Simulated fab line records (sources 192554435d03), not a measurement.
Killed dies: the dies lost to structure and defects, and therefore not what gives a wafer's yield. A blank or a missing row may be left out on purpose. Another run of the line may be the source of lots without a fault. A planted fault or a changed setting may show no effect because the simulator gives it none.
fab line records | flow n5Finfet
record lots=10 | wafers=29 | lastDay=18
route steps=1938 shown BEOL_M2@929 BEOL_M3@932 BEOL_M4@1111 PASSIVATION@1936
lots that met no fault: taken from a fault-free run of the same line
startH: hours from the record's first day to the start of the lot's first wafer shown | waitH: hours since the lot's step before | " unchanged from the row above | L1.1+2: a single row standing in for several wafers | - no value present, or no start provided | * or withheld: withheld | < > ~ a bound
route shown NAME@n: names a module that has steps shown in the file, with the first one's number in the route | usual: mean/standard deviation taken from wafers without a fault | same: alike in all rows | chamber/n: place in a boat | sites: the reading at each site | _std_site: the values' standard deviation | _edge_site: inner sites' mean taken away from outer sites' mean | radiusMm: for every site, how far away it sits from the centre of the wafer | mask NAME#n: copy n | behind: the most recent tool/chamber to have shaped the wafer | hold: reason for holding the lot/hours on hold/outcome of the hold | device: the n, p or np transistor that did not switch | end of line: the tests these same wafers got at the end of their route | a step without rows: its recipe alone | killed: dies that structure and defects cost at the first sort, which is not the same as the wafer's yield | map: a wafer's dies, marking killed ones x, the rest . and places with no die _
set.NAME: the run value of the setting; set.NAME@STEP: its run value at that earlier step | model.NAME: the simulator's own value behind a step, which no gauge read
one table for each step of the route and one row for each wafer, over a sample of lots
services: the hour from which a tool's chamber was out of use, counted from the record's first day as startH (under 0 if before that day), plus the number of hours and why
## steps
# step N5_BEOL_M2_RS_MEAS_58
# recipe thkMeasGauge=four-point-probe | reads=Co_of_BEOL_M2_CO_CAP_55+Cu_of_BEOL_M2_ECD_50+Co_of_BEOL_M2_CVD_47+TaN_of_BEOL_M2_ALD_84
# usual M2_RS=0.68/0.033
lot.wafer | tool         | chamber | startH | waitH | M2_RS[ohm/sq]
L222.3    | filmMetro-02 | -       | 147.69 | 0.1   | 0.66
L222.4    | "            | -       | "      | "     | 0.63
L222.5    | "            | -       | "      | "     | 0.65
L223.2    | filmMetro-02 | -       | 156.84 | 0.1   | 0.70
L223.3    | "            | -       | "      | "     | 0.72
L223.6    | "            | -       | "      | "     | 0.70
L225.3    | filmMetro-01 | -       | 177.93 | 0.1   | 0.66
L225.4    | "            | -       | "      | "     | 0.64
L225.6    | "            | -       | "      | "     | 0.68
L233.2    | filmMetro-02 | -       | 222.92 | 0.1   | 0.73
L233.5    | "            | -       | "      | "     | 0.70
L233.6    | "            | -       | "      | "     | 0.68
L234.3    | filmMetro-02 | -       | 229.28 | 0.1   | 0.63
L234.4    | "            | -       | "      | "     | 0.64
L234.6    | "            | -       | "      | "     | 0.65
L235.3    | filmMetro-01 | -       | 238.39 | 0.1   | 0.65
L235.4    | "            | -       | "      | "     | 0.67
L235.6    | "            | -       | "      | "     | 0.65
L236.2    | filmMetro-02 | -       | 243.59 | 0.1   | 0.67
L236.4    | "            | -       | "      | "     | 0.64
L236.6    | "            | -       | "      | "     | 0.69
L240.1    | filmMetro-02 | -       | 276.59 | 0.0   | 0.71
L240.2    | "            | -       | "      | "     | 0.72
L240.6    | "            | -       | "      | "     | 0.69
L241.1    | filmMetro-01 | -       | 281.77 | 0.0   | 0.66
L241.3    | "            | -       | "      | "     | 0.67
L242.1    | filmMetro-02 | -       | 285.33 | 0.0   | 0.69
L242.2    | "            | -       | "      | "     | 0.68
L242.3    | "            | -       | "      | "     | 0.69
# step N5_BEOL_M3_THK_MEAS_01
# recipe reads=SiOC_of_BEOL_M3_ILD_DEP_00
# usual M3_ILD_THK=78.9/1.1
lot.wafer | tool         | chamber | startH | waitH | M3_ILD_THK[nm]
L222.3    | filmMetro-01 | -       | 147.82 | 0.1   | 80.5
L222.4    | "            | -       | "      | "     | 79.4
L222.5    | "            | -       | "      | "     | 80.0
L223.2    | filmMetro-02 | -       | 156.98 | 0.1   | 77.5
L223.3    | "            | -       | "      | "     | 78.9
L223.6    | "            | -       | "      | "     | 78.3
L225.3    | filmMetro-01 | -       | 178.06 | 0.1   | 78.3
L225.4    | "            | -       | "      | "     | 79.6
L225.6    | "            | -       | "      | "     | 79.8
L233.2    | filmMetro-01 | -       | 223.05 | 0.1   | 78.3
L233.5    | "            | -       | "      | "     | 78.8
L233.6    | "            | -       | "      | "     | 80.0
L234.3    | filmMetro-01 | -       | 229.48 | 0.1   | 77.6
L234.4    | "            | -       | "      | "     | 79.1
L234.6    | "            | -       | "      | "     | 78.7
L235.3    | filmMetro-02 | -       | 238.52 | 0.1   | 79.4
L235.4    | "            | -       | "      | "     | 81.3
L235.6    | "            | -       | "      | "     | 78.4
L236.2    | filmMetro-02 | -       | 243.72 | 0.1   | 78.2
L236.4    | "            | -       | "      | "     | 80.4
L236.6    | "            | -       | "      | "     | 78.8
L240.1    | filmMetro-02 | -       | 276.72 | 0.0   | 78.5
L240.2    | "            | -       | "      | "     | 76.8
L240.6    | "            | -       | "      | "     | 78.2
L241.1    | filmMetro-02 | -       | 281.90 | 0.0   | 78.7
L241.3    | "            | -       | "      | "     | 79.8
L242.1    | filmMetro-01 | -       | 285.48 | 0.1   | 77.3
L242.2    | "            | -       | "      | "     | 76.2
L242.3    | "            | -       | "      | "     | 77.8
# step N5_BEOL_M3_PECVD_72
# recipe material=SiO2 | targetThkA=160 | tempC=400 | precursor=TEOS/O2 | pressureTorr=5.5 | rfW=450 | teosFlowSccm=53.8 | gas=O2 | flowSccm=3000 | timeS=18
# usual heaterPowerOuterW=400/59 | heaterPowerW=688/82 | showerheadPlenumPTorr=8.79/0.064 | throttleValvePct=22.4/0.81
lot.wafer | tool     | chamber | startH | waitH | heaterPowerOuterW | heaterPowerW | showerheadPlenumPTorr | sinceWetCleanH | throttleValvePct
L222.3    | pecvd-04 | 1       | 147.86 | 0.0   | 355               | 651          | 8.81                  | 1395           | 22.6
L222.4    | "        | 0       | "      | "     | 342               | 628          | 8.86                  | -              | 23.1
L222.5    | "        | 2       | "      | "     | 378               | 600          | 8.74                  | -              | 23.6
L223.2    | pecvd-04 | 1       | 157.02 | 0.0   | 318               | 597          | 8.83                  | 1405           | 22.4
L223.3    | "        | 0       | "      | "     | 407               | 724          | 8.90                  | -              | 23.1
L223.6    | "        | 1       | "      | "     | 320               | 606          | 8.82                  | -              | 22.6
L225.3    | pecvd-01 | 2       | 178.10 | 0.0   | 428               | 739          | 8.80                  | 483            | 21.8
L225.4    | "        | 0       | "      | "     | 461               | 780          | 8.84                  | -              | 20.8
L225.6    | "        | 1       | "      | "     | 314               | 575          | 8.81                  | -              | 22.3
L233.2    | pecvd-02 | 2       | 223.08 | 0.0   | 460               | 770          | 8.73                  | 354            | 21.5
L233.5    | "        | 2       | "      | "     | 490               | 772          | 8.69                  | -              | 21.5
L233.6    | "        | 0       | "      | "     | 361               | 606          | 8.73                  | -              | 22.9
L234.3    | pecvd-02 | 2       | 229.51 | 0.0   | 423               | 683          | 8.71                  | 361            | 21.4
L234.4    | "        | 2       | "      | "     | 421               | 704          | 8.68                  | -              | 21.6
L234.6    | "        | 1       | "      | "     | 421               | 664          | 8.76                  | -              | 22.0
L235.3    | pecvd-04 | 2       | 238.56 | 0.0   | 311               | 532          | 8.71                  | 7              | 21.1
L235.4    | "        | 1       | "      | "     | 364               | 644          | 8.82                  | -              | 22.3
L235.6    | "        | 2       | "      | "     | 312               | 520          | 8.70                  | -              | 21.1
L236.2    | pecvd-02 | 0       | 243.76 | 0.0   | 362               | 624          | 8.73                  | 1129           | 22.9
L236.4    | "        | 2       | "      | "     | 527               | 817          | 8.71                  | -              | 21.6
L236.6    | "        | 0       | "      | "     | 366               | 601          | 8.71                  | -              | 22.9
L240.1    | pecvd-04 | 0       | 276.76 | 0.0   | 359               | 662          | 8.90                  | 799            | 23.3
L240.2    | "        | 1       | "      | "     | 390               | 707          | 8.82                  | 1524           | 22.3
L240.6    | "        | 1       | "      | "     | 393               | 686          | 8.82                  | -              | 22.6
L241.1    | pecvd-04 | 2       | 281.94 | 0.0   | 334               | 577          | 8.73                  | 51             | 21.4
L241.3    | "        | 0       | "      | "     | 391               | 701          | 8.90                  | 805            | 23.1
L242.1    | pecvd-04 | 0       | 285.51 | 0.0   | 348               | 642          | 8.90                  | 808            | 23.5
L242.2    | "        | 1       | "      | "     | 366               | 678          | 8.81                  | 1533           | 22.9
L242.3    | "        | 0       | "      | "     | 347               | 650          | 8.90                  | -              | 23.4
# step N5_BEOL_M3_CD_MEAS_11
# recipe targetCdNm=17.05 | landingEnergyEv=500 | detector=seInlens | polarity=opening
# usual cdNm=17.09/0.26
lot.wafer | tool     | chamber | startH | waitH | cdNm
L222.3    | cdSem-02 | 0       | 149.35 | -     | 17.41
L222.4    | "        | 0       | "      | "     | 17.21
L222.5    | "        | 0       | "      | "     | 17.52
L223.2    | cdSem-02 | 0       | 158.00 | -     | 17.08
L223.3    | "        | 0       | "      | "     | 17.63
L223.6    | "        | 0       | "      | "     | 17.32
L225.3    | cdSem-01 | 0       | 178.71 | -     | 16.91
L225.4    | "        | 0       | "      | "     | 16.85
L225.6    | "        | 0       | "      | "     | 17.07
L233.2    | cdSem-01 | 0       | 230.02 | -     | 16.87
L233.5    | "        | 0       | "      | "     | 17.10
L233.6    | "        | 0       | "      | "     | 16.80
L234.3    | cdSem-02 | 0       | 230.19 | -     | 17.10
L234.4    | "        | 0       | "      | "     | 17.35
L234.6    | "        | 0       | "      | "     | 17.42
L235.3    | cdSem-01 | 0       | 239.86 | -     | 17.39
L235.4    | "        | 0       | "      | "     | 17.15
L235.6    | "        | 0       | "      | "     | 17.40
L236.2    | cdSem-03 | 0       | 244.64 | -     | 17.12
L236.4    | "        | 0       | "      | "     | 17.13
L236.6    | "        | 0       | "      | "     | 17.44
L240.1    | cdSem-02 | 0       | 278.04 | -     | 16.64
L240.2    | "        | 0       | "      | "     | 17.33
L240.6    | "        | 0       | "      | "     | 17.36
L241.1    | cdSem-01 | 0       | 282.92 | -     | 17.05
L241.3    | "        | 0       | "      | "     | 17.09
L242.1    | cdSem-02 | 0       | 288.92 | -     | 17.61
L242.2    | "        | 0       | "      | "     | 17.47
L242.3    | "        | 0       | "      | "     | 17.43
# step N5_BEOL_M3_INSPECT_13
# recipe mode=adi | inspectInstrument=brightfield
# usual rawDefectCount=461/110
lot.wafer | tool             | chamber | startH | waitH | rawDefectCount
L222.3    | defectInspect-02 | -       | 149.44 | 0.0   | 670
L222.4    | "                | -       | "      | "     | 448
L222.5    | "                | -       | "      | "     | 537
L223.2    | defectInspect-01 | -       | 158.09 | 0.0   | 354
L223.3    | "                | -       | "      | "     | 1179
L223.6    | "                | -       | "      | "     | 316
L225.3    | defectInspect-01 | -       | 178.79 | 0.0   | 436
L225.4    | "                | -       | "      | "     | 487
L225.6    | "                | -       | "      | "     | 491
L233.2    | defectInspect-01 | -       | 230.11 | 0.0   | 608
L233.5    | "                | -       | "      | "     | 467
L233.6    | "                | -       | "      | "     | 486
L234.3    | defectInspect-01 | -       | 230.27 | 0.0   | 650
L234.4    | "                | -       | "      | "     | 444
L234.6    | "                | -       | "      | "     | 507
L235.3    | defectInspect-02 | -       | 239.95 | 0.0   | 365
L235.4    | "                | -       | "      | "     | 420
L235.6    | "                | -       | "      | "     | 374
L236.2    | defectInspect-02 | -       | 244.73 | 0.0   | 401
L236.4    | "                | -       | "      | "     | 478
L236.6    | "                | -       | "      | "     | 495
L240.1    | defectInspect-02 | -       | 278.14 | 0.1   | 487
L240.2    | "                | -       | "      | "     | 354
L240.6    | "                | -       | "      | "     | 473
L241.1    | defectInspect-01 | -       | 283.01 | 0.1   | 365
L241.3    | "                | -       | "      | "     | 442
L242.1    | defectInspect-01 | -       | 289.01 | 0.1   | 294
L242.2    | "                | -       | "      | "     | 432
L242.3    | "                | -       | "      | "     | 341
# step N5_BEOL_M4_RC_MEAS_101
# usual DIBL_N=36.5/1.8 | DIBL_P=36.5/2.1 | IOFF_N=0.17/0.031 | IOFF_P=0.22/0.036 | ION_N=677/11 | ION_P=463/8 | SS_N=71.6/0.61 | SS_P=73.3/0.63 | VT_N=249/3.1 | VT_P=-250/3.3
lot.wafer | tool      | chamber | startH | waitH | DIBL_N[mV/V] | DIBL_P[mV/V] | IOFF_N[nA/um] | IOFF_P[nA/um] | ION_N[uA/um] | ION_P[uA/um] | SS_N[mV/dec] | SS_P[mV/dec] | VT_N[mV] | VT_P[mV]
L222.3    | prober-01 | 0       | 180.90 | 0.3   | 34.9         | 36.3         | 0.16          | 0.17          | 684          | 455          | 71.6         | 73.8         | 249      | -252
L222.4    | "         | 0       | "      | "     | 37.1         | 39.6         | 0.19          | 0.23          | 679          | 464          | 71.9         | 74.0         | 246      | -251
L222.5    | "         | 0       | "      | "     | 34.9         | 36.8         | 0.16          | 0.18          | 673          | 457          | 71.8         | 72.7         | 249      | -255
L223.2    | prober-02 | 0       | 182.71 | 0.2   | 40.8         | 41.5         | 0.23          | 0.26          | 683          | 462          | 72.8         | 74.2         | 245      | -250
L223.3    | "         | 0       | "      | "     | 37.6         | 38.2         | 0.17          | 0.20          | 688          | 465          | 71.1         | 73.7         | 248      | -253
L223.6    | "         | 0       | "      | "     | 37.2         | 36.6         | 0.15          | 0.18          | 675          | 454          | 71.1         | 73.3         | 251      | -255
L225.3    | prober-01 | 0       | 202.24 | 0.3   | 38.5         | 38.5         | 0.21          | 0.26          | 694          | 476          | 72.0         | 73.7         | 242      | -245
L225.4    | "         | 0       | "      | "     | 34.7         | 34.7         | 0.14          | 0.20          | 681          | 468          | 71.0         | 72.8         | 250      | -248
L225.6    | "         | 0       | "      | "     | 36.1         | 35.5         | 0.15          | 0.20          | 679          | 469          | 71.7         | 73.1         | 250      | -249
L233.2    | prober-02 | 0       | 247.60 | 0.2   | 38.1         | 37.8         | 0.17          | 0.20          | 675          | 452          | 72.2         | 73.4         | 251      | -251
L233.5    | "         | 0       | "      | "     | 38.4         | 38.9         | 0.19          | 0.23          | 684          | 464          | 72.9         | 74.0         | 248      | -251
L233.6    | "         | 0       | "      | "     | 34.5         | 34.7         | 0.12          | 0.16          | 672          | 462          | 71.4         | 73.6         | 252      | -255
L234.3    | prober-01 | 0       | 252.93 | 0.3   | 35.1         | 35.0         | 0.14          | 0.20          | 675          | 470          | 71.0         | 72.8         | 250      | -250
L234.4    | "         | 0       | "      | "     | 37.4         | 38.1         | 0.18          | 0.25          | 676          | 462          | 71.0         | 73.8         | 248      | -248
L234.6    | "         | 0       | "      | "     | 35.0         | 35.1         | 0.14          | 0.21          | 684          | 471          | 71.4         | 72.9         | 249      | -249
L235.3    | prober-01 | 0       | 265.26 | 0.3   | 38.7         | 39.2         | 0.20          | 0.24          | 682          | 463          | 71.7         | 74.4         | 247      | -250
L235.4    | "         | 0       | "      | "     | 36.5         | 36.5         | 0.16          | 0.19          | 671          | 458          | 71.4         | 73.7         | 250      | -252
L235.6    | "         | 0       | "      | "     | 37.8         | 38.0         | 0.18          | 0.21          | 691          | 462          | 71.4         | 73.2         | 250      | -254
L236.2    | prober-01 | 0       | 271.61 | 0.2   | 36.3         | 36.7         | 0.15          | 0.20          | 667          | 456          | 71.2         | 72.9         | 251      | -250
L236.4    | "         | 0       | "      | "     | 35.7         | 34.7         | 0.13          | 0.17          | 663          | 460          | 70.9         | 72.3         | 252      | -252
L236.6    | "         | 0       | "      | "     | 38.1         | 38.7         | 0.18          | 0.23          | 690          | 463          | 71.9         | 73.2         | 249      | -249
L240.1    | prober-01 | 0       | 306.24 | 0.0   | 35.3         | 37.2         | 0.15          | 0.20          | 679          | 467          | 70.5         | 73.8         | 250      | -252
L240.2    | "         | 0       | "      | "     | 34.3         | 35.6         | 0.13          | 0.18          | 677          | 464          | 71.4         | 73.4         | 251      | -252
L240.6    | "         | 0       | "      | "     | 34.7         | 36.1         | 0.14          | 0.19          | 675          | 465          | 71.3         | 73.8         | 250      | -250
L241.1    | prober-02 | 0       | 309.07 | 0.0   | 33.1         | 32.2         | 0.11          | 0.17          | 649          | 458          | 70.5         | 72.9         | 253      | -252
L241.3    | "         | 0       | "      | "     | 36.2         | 36.9         | 0.17          | 0.22          | 664          | 463          | 72.0         | 72.4         | 251      | -249
L242.1    | prober-02 | 0       | 312.77 | 0.0   | 36.9         | 37.0         | 0.17          | 0.25          | 673          | 465          | 71.8         | 73.1         | 247      | -246
L242.2    | "         | 0       | "      | "     | 38.9         | 39.9         | 0.21          | 0.29          | 687          | 476          | 72.7         | 73.8         | 247      | -243
L242.3    | "         | 0       | "      | "     | 35.3         | 35.8         | 0.16          | 0.22          | 683          | 472          | 71.2         | 72.8         | 250      | -248
# step N5_PASSIVATION_PROBE_49
# usual defectLimitedYield=91.4/1.5 | killed_at_M0_to_M3=35/11 | killed_at_M4_up=16/7 | killedAtContacts=11/5.3 | killedAtFrontEnd=37/11 | killedAtOther=3.1/2.8 | killedDies=102/18 | killedOnRim=13/3.7 | killedOpen=69/15 | killedShort=31/7.8 | sort_bin_5_function=5.1/1.1 | sort_bin_6_memory=3.2/0.69 | sortNPass=1078/18 | sortYieldPct=91.4/1.5
# same grossDies=1180 | killedAtBackSide=0 | sort_bin_4_leakage[%]=0 | sort_bin_8_speed[%]=0
lot.wafer | tool      | chamber | startH | waitH | defectLimitedYield[%] | killed_at_M0_to_M3 | killed_at_M4_up | killedAtContacts | killedAtFrontEnd | killedAtOther | killedDies | killedOnRim | killedOpen | killedShort | sort_bin_5_function[%] | sort_bin_6_memory[%] | sortNPass | sortYieldPct[%]
L223.2    | prober-01 | -       | 295.61 | 0.1   | 90.7                  | 24                 | 23              | 14               | 47               | 2             | 110        | 15          | 71         | 36          | 5.3                    | 3.3                  | 1070      | 90.7
L223.3    | prober-01 | -       | 295.66 | 0.1   | 86.1                  | 89                 | 9               | 17               | 46               | 3             | 164        | 30          | 70         | 32          | 8.4                    | 3.6                  | 1016      | 86.1
L223.6    | prober-01 | -       | 295.81 | 0.3   | 90.4                  | 21                 | 28              | 7                | 53               | 4             | 113        | 16          | 74         | 37          | 6.3                    | 3.1                  | 1067      | 90.4
L225.3    | prober-01 | -       | 303.29 | 0.1   | 92.8                  | 21                 | 18              | 12               | 30               | 4             | 85         | 10          | 62         | 18          | 3.6                    | 3.4                  | 1095      | 92.8
L225.4    | prober-01 | -       | 303.34 | 0.2   | 89.2                  | 41                 | 34              | 12               | 38               | 2             | 127        | 21          | 83         | 43          | 6.3                    | 4.1                  | 1053      | 89.2
L225.6    | prober-01 | -       | 303.44 | 0.3   | 91.8                  | 31                 | 22              | 12               | 32               | 0             | 97         | 14          | 63         | 29          | 5.1                    | 2.8                  | 1083      | 91.8
L233.2    | prober-02 | -       | 350.84 | 0.1   | 89.4                  | 46                 | 29              | 13               | 35               | 2             | 125        | 16          | 83         | 42          | 5.9                    | 4.4                  | 1055      | 89.4
L233.5    | prober-02 | -       | 350.99 | 0.2   | 91.1                  | 34                 | 26              | 7                | 34               | 4             | 105        | 8           | 74         | 31          | 4.7                    | 3.6                  | 1075      | 91.1
L233.6    | prober-02 | -       | 351.04 | 0.3   | 91.0                  | 53                 | 16              | 6                | 31               | 0             | 106        | 14          | 77         | 29          | 4.9                    | 3.8                  | 1074      | 91.0
L242.1    | prober-02 | -       | 407.53 | 0.2   | 90.7                  | 49                 | 6               | 10               | 44               | 1             | 110        | 17          | 86         | 24          | 5.1                    | 3.6                  | 1070      | 90.7
L242.2    | prober-02 | -       | 407.58 | 0.3   | 88.7                  | 42                 | 8               | 14               | 63               | 6             | 133        | 18          | 99         | 31          | 6.9                    | 3.9                  | 1047      | 88.7
L242.3    | prober-02 | -       | 407.63 | 0.3   | 90.7                  | 56                 | 8               | 17               | 27               | 2             | 110        | 14          | 67         | 38          | 5.6                    | 3.0                  | 1070      | 90.7
L240.1    | prober-02 | -       | 424.38 | 0.0   | 93.2                  | 30                 | 21              | 9                | 20               | 0             | 80         | 14          | 54         | 24          | 4.0                    | 2.5                  | 1100      | 93.2
L240.2    | prober-02 | -       | 424.43 | 0.1   | 90.9                  | 39                 | 17              | 12               | 38               | 1             | 107        | 13          | 84         | 20          | 5.9                    | 3.0                  | 1073      | 90.9
L240.6    | prober-02 | -       | 424.63 | 0.3   | 92.5                  | 21                 | 17              | 6                | 42               | 3             | 89         | 11          | 61         | 28          | 4.7                    | 2.8                  | 1091      | 92.5
L241.1    | prober-01 | -       | 424.98 | 0.0   | 89.7                  | 31                 | 19              | 16               | 51               | 4             | 121        | 20          | 80         | 37          | 5.5                    | 4.2                  | 1059      | 89.7
L241.3    | prober-01 | -       | 425.08 | 0.1   | 90.6                  | 25                 | 13              | 13               | 54               | 6             | 111        | 14          | 70         | 41          | 6.5                    | 2.5                  | 1069      | 90.6
# killed by level:class
L223.2 BEOL_M4:geometricParticle:open=12 BEOL_M3:geometricParticle:open=12 MOL_CONTACT_COAG:geometricParticle:open=11 FIN_SAQP:geometricParticle:open=7 DUMMY_GATE:geometricParticle:open=6 GATE_CUT:geometricParticle:short=6 FIN_SAQP:geometricParticle:short=5 ILD0:geometricParticle:short=5
L223.3 BEOL_M3:unspecified=62 MOL_CONTACT_COAG:geometricParticle:open=12 FIN_SAQP:geometricParticle:open=9 GATE_CUT:geometricParticle:short=7 ILD0:geometricParticle:open=6 BEOL_M0_SAQP:geometricParticle:open=6 STI_FIN_REVEAL:geometricParticle:open=5 GATE_CUT:geometricParticle:open=5
L223.6 BEOL_M4:geometricParticle:open=15 FIN_SAQP:geometricParticle:open=10 FIN_SAQP:geometricParticle:short=8 STI_FIN_REVEAL:geometricParticle:open=7 DUMMY_GATE:geometricParticle:open=7 BEOL_M3:geometricParticle:open=7 GATE_CUT:geometricParticle:open=5 BEOL_M3:geometricParticle:short=5
L225.3 MOL_CONTACT_COAG:geometricParticle:open=11 FIN_SAQP:geometricParticle:open=7 BEOL_M4:geometricParticle:open=6 STI_FIN_REVEAL:geometricParticle:open=5 BEOL_M0_SAQP:geometricParticle:open=5 BEOL_M1:geometricParticle:open=5 GATE_CUT:geometricParticle:open=4 BEOL_M5:geometricParticle:open=4
L225.4 BEOL_M2:geometricParticle:open=10 BEOL_M4:geometricParticle:open=9 FIN_SAQP:geometricParticle:open=8 MOL_CONTACT_COAG:geometricParticle:open=8 BEOL_M0:geometricParticle:open=7 FIN_SAQP:geometricParticle:short=6 BEOL_M0_SAQP:geometricParticle:short=6 BEOL_M8:geometricParticle:open=6
L225.6 MOL_CONTACT_COAG:geometricParticle:open=9 BEOL_M0_SAQP:geometricParticle:open=7 BEOL_M1:geometricParticle:open=7 ILD0:geometricParticle:short=6 BEOL_M2:geometricParticle:open=6 STI_FIN_REVEAL:geometricParticle:open=5 BEOL_M4:geometricParticle:open=5 FIN_SAQP:geometricParticle:short=4
L233.2 BEOL_M4:geometricParticle:open=14 BEOL_M3:geometricParticle:open=13 MOL_CONTACT_COAG:geometricParticle:open=10 BEOL_M1:geometricParticle:open=9 GATE_CUT:geometricParticle:short=8 BEOL_M0_SAQP:geometricParticle:open=8 BEOL_M0_SAQP:geometricParticle:short=8 FIN_SAQP:geometricParticle:short=6
L233.5 BEOL_M1:geometricParticle:open=13 BEOL_M4:geometricParticle:open=12 STARTING-WAFER:geometricParticle:open=8 GATE_CUT:geometricParticle:short=7 MOL_CONTACT_COAG:geometricParticle:open=6 BEOL_M0_SAQP:geometricParticle:short=6 BEOL_M3:geometricParticle:open=6 FIN_SAQP:geometricParticle:short=4
L233.6 BEOL_M1:geometricParticle:open=16 BEOL_M2:geometricParticle:open=12 FIN_SAQP:geometricParticle:open=8 BEOL_M0_SAQP:geometricParticle:short=8 FIN_SAQP:geometricParticle:short=6 BEOL_M3:geometricParticle:open=6 BEOL_M4:geometricParticle:open=6 MOL_CONTACT_COAG:geometricParticle:open=5
L242.1 STI_FIN_REVEAL:geometricParticle:open=18 BEOL_M1:geometricParticle:open=13 BEOL_M0_SAQP:geometricParticle:open=9 FIN_SAQP:geometricParticle:open=8 MOL_CONTACT_COAG:geometricParticle:open=7 FIN_SAQP:geometricParticle:short=6 BEOL_M0_SAQP:geometricParticle:short=6 BEOL_M0:geometricParticle:open=6
L242.2 STI_FIN_REVEAL:geometricParticle:open=20 FIN_SAQP:geometricParticle:open=19 BEOL_M3:geometricParticle:open=12 BEOL_M2:geometricParticle:open=11 MOL_CONTACT_COAG:geometricParticle:open=9 BEOL_M0_SAQP:geometricParticle:open=6 STI_FIN_REVEAL:geometricParticle:short=5 MOL_CONTACT_COAG:geometricParticle:short=5
L242.3 MOL_CONTACT_COAG:geometricParticle:open=15 BEOL_M0_SAQP:geometricParticle:short=12 BEOL_M1:geometricParticle:open=12 BEOL_M0_SAQP:geometricParticle:open=10 BEOL_M2:geometricParticle:open=8 BEOL_M1:geometricParticle:short=6 HKMG_FIN:areaEtch=5 BEOL_M3:geometricParticle:open=4
L240.1 MOL_CONTACT_COAG:geometricParticle:open=8 BEOL_M0_SAQP:geometricParticle:open=7 BEOL_M0_SAQP:geometricParticle:short=6 BEOL_M1:geometricParticle:open=6 BEOL_M4:geometricParticle:open=6 FIN_SAQP:geometricParticle:open=4 DUMMY_GATE:geometricParticle:open=4 GATE_CUT:geometricParticle:short=4
L240.2 BEOL_M3:geometricParticle:open=15 FIN_SAQP:geometricParticle:open=11 MOL_CONTACT_COAG:geometricParticle:open=11 DUMMY_GATE:geometricParticle:open=7 BEOL_M4:geometricParticle:open=7 BEOL_M1:geometricParticle:open=7 BEOL_M0_SAQP:geometricParticle:open=6 STI_FIN_REVEAL:geometricParticle:open=5
L240.6 STI_FIN_REVEAL:geometricParticle:open=11 FIN_SAQP:geometricParticle:open=9 GATE_CUT:geometricParticle:short=7 MOL_CONTACT_COAG:geometricParticle:open=5 BEOL_M2:geometricParticle:open=5 BEOL_M5:geometricParticle:open=4 BEOL_M0_SAQP:geometricParticle:open=4 BEOL_M1:geometricParticle:open=4
L241.1 STI_FIN_REVEAL:geometricParticle:open=16 MOL_CONTACT_COAG:geometricParticle:open=13 BEOL_M2:geometricParticle:open=9 BEOL_M0_SAQP:geometricParticle:short=7 FIN_SAQP:geometricParticle:short=6 FIN_SAQP:geometricParticle:open=5 BEOL_M3:geometricParticle:open=5 BEOL_M5:geometricParticle:open=5
L241.3 FIN_SAQP:geometricParticle:open=14 STI_FIN_REVEAL:geometricParticle:open=12 FIN_SAQP:geometricParticle:short=9 MOL_CONTACT_COAG:geometricParticle:open=8 BEOL_M0_SAQP:geometricParticle:short=8 BEOL_M2:geometricParticle:open=6 BEOL_M3:geometricParticle:open=6 DUMMY_GATE:geometricParticle:open=5
## services
tool     | chamber | startH | hours | kind
pecvd-04 | 2       | 131.19 | 15.6  | repair
pecvd-02 | 0       | 148.80 | 5.5   | scheduledDown
pecvd-04 | 2       | 154.24 | 4.7   | repair
pecvd-01 | 1       | 160.64 | 3.2   | repair
pecvd-01 | 2       | 166.23 | 2.9   | repair
pecvd-04 | 2       | 202.38 | -     | clean
pecvd-04 | 2       | 202.38 | -     | consumableReplace:showerhead
pecvd-04 | 2       | 202.38 | 29.0  | scheduledDown
pecvd-04 | 2       | 202.38 | 29.0  | ventCycle
pecvd-02 | 2       | 202.45 | 4.4   | repair
pecvd-02 | 0       | 207.75 | 5.0   | scheduledDown
pecvd-04 | 0       | 208.94 | 1.9   | repair
pecvd-02 | 2       | 210.16 | 5.3   | repair
pecvd-04 | 1       | 216.87 | 14.9  | repair
pecvd-01 | -       | 218.27 | 14.1  | repair
pecvd-04 | -       | 222.72 | 0.5   | repair
pecvd-01 | -       | 249.84 | 0.6   | repair
pecvd-04 | 1       | 258.55 | 5.0   | scheduledDown
pecvd-01 | -       | 269.73 | 1.0   | repair
pecvd-04 | -       | 270.16 | 2.9   | repair
pecvd-04 | 2       | 282.31 | 4.7   | repair
## key
firstSign step=N5_BEOL_M3_INSPECT_13 | reading=rawDefectCount | direction=up | sigmas=6.8 | usual=461 | struck=1179
effect step=N5_PASSIVATION_PROBE_49 | reading=killed_at_M0_to_M3 | direction=up | sigmas=4.9 | usual=35 | struck=89
moreKillsBornAt N5_BEOL_M3_PECVD_72@pecvd-04=62
metAt N5_BEOL_M3_PECVD_72
struckLots L223
struckWafers L223.3
notActingAt N5_BEOL_M2_RS_MEAS_58,N5_BEOL_M3_THK_MEAS_01,N5_BEOL_M3_CD_MEAS_11
onsetBetween 147.86 157.02
fault kind=chamberParticleSource | tool=pecvd-04 | chamber=0 | onsetH=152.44 | steps=N5_BEOL_M3_PECVD_72 | ratePerVisitCm2=1.2678 | endH=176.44
